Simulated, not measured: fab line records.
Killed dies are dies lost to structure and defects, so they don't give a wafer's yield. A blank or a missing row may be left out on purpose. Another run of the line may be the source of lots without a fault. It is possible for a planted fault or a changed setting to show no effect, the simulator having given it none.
8D (eight disciplines) problem report, filled in by code    flow nand harc    the parts of the form that need people (team, actions taken, sign-off) are left out

## 1. WHAT WENT WRONG
thk nm at NHARC_A_ONON_D1_THK_MEAS_27 reads a mean of 1618 nm on 6 wafers of 2 lots; wafers without a fault read 1002 nm with a standard deviation of 9.3. That puts it +66 standard deviations away from the usual mean.
The step: measures by ellipsometry.
Earliest sighting: wafer L850.1 on film metro-01 at day 11 22:19. Wafers with a number at this step in the record: 42, from 14 lots. The rule behind "out" and "out of limits": a value lying over 4 standard deviations away from the usual mean. Any other wafer with a number is counted as sound.

## 2. WHAT THIS IS AND IS NOT
question                     is                            is not
which readings at this step  thk nm                        -
which lots                   L850, L852                    L834, L835, L836, L837, L838, L839, L841, L843, L853, L855, L856, L857
which wafers of those lots   all that have a number        -
read on which gauges         film metro-01, film metro-02  -
when                         from day 11 22:19             up to then (24 sound wafers); but 12 sound wafers of L853, L855, L856, L857 came after

## 3. WHAT RULES OUT EACH SUSPECT
Counting: any tool at a process step up to the reading is kept as a suspect provided that every lot that is out went through it and no sound lot did after the first of them.
- the gauge at NHARC_A_ONON_D1_THK_MEAS_27: ruled out. Those wafers that are out were read across 2 gauges (film metro-01, film metro-02).
- pecvd onon-02 at NHARC_A_ONON_D1_DEP_25 (target thk 1000 nm): kept. Every lot that is out went through it, starting with L850 (day 11 21:49), and after that it ran no sound lot; the last sound lot it ran before then is L843 (day 10 08:26).
Left after counting: pecvd onon-02 at NHARC_A_ONON_D1_DEP_25.

## 4. THE CAUSE (what the simulator had put in)
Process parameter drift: pecvd onon-02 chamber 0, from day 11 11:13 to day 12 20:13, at NHARC_A_ONON_D1_DEP_25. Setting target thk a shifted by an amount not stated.
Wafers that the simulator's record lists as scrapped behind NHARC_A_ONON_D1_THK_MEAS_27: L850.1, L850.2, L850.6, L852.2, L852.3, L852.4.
The count eliminated every tool but this one.

## 5. THE CHAIN OF EFFECTS, in route order
Each row: a reading whose mean over the struck wafers that have a number lies more than 3 standard deviations from the usual. Scope: only readings with a usual standard deviation given in the record; hours: median across lots of the time from each lot's start at the first step in this table that gives one to its start at this step; sigmas: change in usual standard deviations.
hours  step                         reading  usual    on struck wafers  change  sigmas
0      NHARC_A_ONON_D1_THK_MEAS_27  thk nm   1002 nm  1618              +616    +66

## 6. HOW IT WOULD HAVE BEEN CAUGHT EARLIER
11 hours passed between the start of the fault at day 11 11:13 and the first reading out of limits at a measuring or inspecting step in this record, taken at day 11 22:19.
An alarm limit of 4 standard deviations would not have fired on the tool readings at NHARC_A_ONON_D1_DEP_25 for which the record gives a usual standard deviation, since none of them was out on any struck wafer.
Lots out: 2; of these, L852 started NHARC_A_ONON_D1_DEP_25 on pecvd onon-02 after day 11 22:19. Putting the tool on hold at that point would have spared it.
